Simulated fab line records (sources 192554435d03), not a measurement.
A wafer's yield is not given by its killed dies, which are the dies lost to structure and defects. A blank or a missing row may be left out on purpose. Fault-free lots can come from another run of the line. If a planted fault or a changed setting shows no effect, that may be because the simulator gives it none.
Problem report, 8D (eight disciplines) form, completed by code ; flow n5_finfet ; the parts of the form that need people (team, actions taken, sign-off) are left out

== 1. WHAT WENT WRONG ==
Wafers without a fault read 1499.9 rpm, standard deviation 0.93; spin_speed_rpm at N5_BEOL_M8_COAT_05 reads a mean of 1616.4 rpm on 6 wafers belonging to 2 lots. That is +99 or more standard deviations from the usual mean.
The step: resist thk 90 nm.
The first sign was on wafer L811.3 at day 11 16:10, on litho_track-02. Wafers with a number at this step in the record: 36, from 12 lots. By rule, "out" or "out of limits" means more than 4 standard deviations away from the usual mean. The rest of the wafers with a number are treated as sound.

== 2. WHAT IT IS, AND WHAT IT ISN'T ==
question;is;is not
which readings at this step;spin_speed_rpm;-
which lots;L811, L812;L804, L805, L806, L808, L809, L820, L821, L822, L823, L825
which wafers of those lots;all that have a number;-
read on which tools;litho_track-02;litho_track-03, litho_track-05
when;from day 11 16:10;"up to then (12 sound wafers); but 18 sound wafers of L809, L820, L821, L822, L823, L825 came after"

== 3. WHAT RULES OUT EACH SUSPECT ==
Counting: any tool at a process step up to the reading is kept as a suspect provided that every lot that is out went through it and no sound lot did after the first of them.
- litho_track-02 at N5_BEOL_M8_COAT_05 (resist thk 90 nm): kept. All lots that are out passed through it, beginning with L811 at day 11 16:10, and no sound lot followed; its final sound lot before that point was L808 at day 11 11:08. On those wafers its own readings are out: spin_speed_rpm.
Remaining after the count: litho_track-02 at N5_BEOL_M8_COAT_05.

== 4. THE CAUSE (what the simulator had put in) ==
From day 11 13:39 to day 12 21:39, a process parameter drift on litho_track-02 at N5_BEOL_M8_COAT_05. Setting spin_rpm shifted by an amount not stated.
After counting, this tool was the only one left.

== 5. THE CHAIN OF EFFECTS, in route order ==
Each row: a reading where the mean over the struck wafers with a number is more than 3 standard deviations away from the usual. Only readings for which the record gives a usual standard deviation are gone through. hours: the time from each lot's start at the first step in this table that gives one to its start at this step, as a median over the lots. sigmas: the change in usual standard deviations.
hours;step;reading;usual;on struck wafers;change;sigmas
0;N5_BEOL_M8_COAT_05;spin_speed_rpm;1499.9 rpm;1616.4;+116.5;+99 or more
Here are the process steps it includes:
- N5_BEOL_M8_COAT_05: resist thk 90 nm.
Later measuring or inspecting steps at which every struck wafer that the step has a row for has a number for every such reading, and none has moved that far: N5_BEOL_M8_INSPECT_13.

== 6. HOW IT WOULD HAVE BEEN CAUGHT EARLIER ==
In this record no reading fell out of limits until day 11 16:10, 3 hours after the fault had begun at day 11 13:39.
